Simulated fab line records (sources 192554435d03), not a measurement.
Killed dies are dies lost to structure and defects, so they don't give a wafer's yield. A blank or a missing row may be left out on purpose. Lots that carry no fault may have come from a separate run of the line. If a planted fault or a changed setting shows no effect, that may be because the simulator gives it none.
2 desks looking at one fault | flow n5Finfet | numbers are kept per desk, each desk with only its own; the story behind them comes last

FOR THE TOOL OWNER'S DESK: pecvd-01
The tool's own readings at N5_FIN_SAQP_PECVD_48 (deposits SiNx from SiH4/NH3/N2, target thk 25 nm, time 22.1 s): means of the sampled wafers that have a number, for each lot that ran on this tool. Any lot whose mean is over 4 standard deviations away from the usual mean is out of limits and marked OUT; that distance is given in the brackets.
Columns: A = heaterPowerW at N5_FIN_SAQP_PECVD_48, usual 842 W; B = rfFwdPowerW at N5_FIN_SAQP_PECVD_48, usual 296.8 W; C = showerheadPlenumPTorr at N5_FIN_SAQP_PECVD_48, usual 5.12 Torr; D = throttleValvePct at N5_FIN_SAQP_PECVD_48, usual 39.2 %
lot  | first seen here | A   | B     | C    | D
L791 | day 4 02:40     | 819 | 297.1 | 5.07 | 39.0
L792 | day 4 09:02     | 809 | 296.5 | 5.08 | 40.0
L800 | day 6 08:40     | 841 | 296.9 | 5.18 | 40.4
L802 | day 6 22:13     | 780 | 297.8 | 5.08 | 39.1
This desk's finding: nothing out of limits on any of the 4 lots.

AT THE METROLOGY DESK
Lot by lot, what the gauges showed, no matter which tool ran the lot: averages of those sampled wafers that carry a number. Any lot whose mean is over 4 standard deviations away from the usual mean is out of limits and marked OUT; that distance is given in the brackets. Only the readings that lie furthest out on some lot appear, 7 of the 11 it has.
Columns: A = DIBL_N at N5_BEOL_M4_RC_MEAS_101, usual 36.3 mV/V; B = DIBL_P at N5_BEOL_M4_RC_MEAS_101, usual 35.7 mV/V; C = IOFF_N at N5_BEOL_M4_RC_MEAS_101, usual 0.155 nA/um; D = ION_N at N5_BEOL_M4_RC_MEAS_101, usual 671 uA/um; E = SS_P at N5_BEOL_M4_RC_MEAS_101, usual 73.1 mV/dec; F = VT_N at N5_BEOL_M4_RC_MEAS_101, usual 250.2 mV; G = VT_P at N5_BEOL_M4_RC_MEAS_101, usual -251 mV
lot  | first seen here | A    | B    | C     | D   | E    | F     | G
L782 | day 2 00:05     | 35.3 | 34.0 | 0.150 | 666 | 72.7 | 248.0 | -249
L791 | day 4 06:08     | 35.7 | 34.6 | 0.144 | 670 | 73.0 | 250.3 | -247
L792 | day 4 11:49     | 36.7 | 37.0 | 0.159 | 673 | 73.3 | 249.8 | -252
L800 | day 6 11:32     | 34.8 | 34.2 | 0.129 | 669 | 72.9 | 252.1 | -251
L802 | day 7 02:29     | 36.2 | 35.4 | 0.150 | 670 | 73.2 | 250.5 | -253
L803 | day 7 07:32     | 36.8 | 36.6 | 0.172 | 674 | 72.8 | 247.8 | -247
L804 | day 7 15:20     | 34.5 | 34.6 | 0.117 | 653 | 72.8 | 253.8 | -252
L805 | day 7 18:46     | 35.9 | 35.0 | 0.146 | 669 | 72.4 | 251.2 | -253
This desk's finding: nothing out of limits on any of the 8 lots.

TAKEN TOGETHER
Nothing out of limits was seen by the tool owner's desk.
From the metrology desk's view, nothing was out of limits.

WHAT THE SIMULATOR HAD PUT IN
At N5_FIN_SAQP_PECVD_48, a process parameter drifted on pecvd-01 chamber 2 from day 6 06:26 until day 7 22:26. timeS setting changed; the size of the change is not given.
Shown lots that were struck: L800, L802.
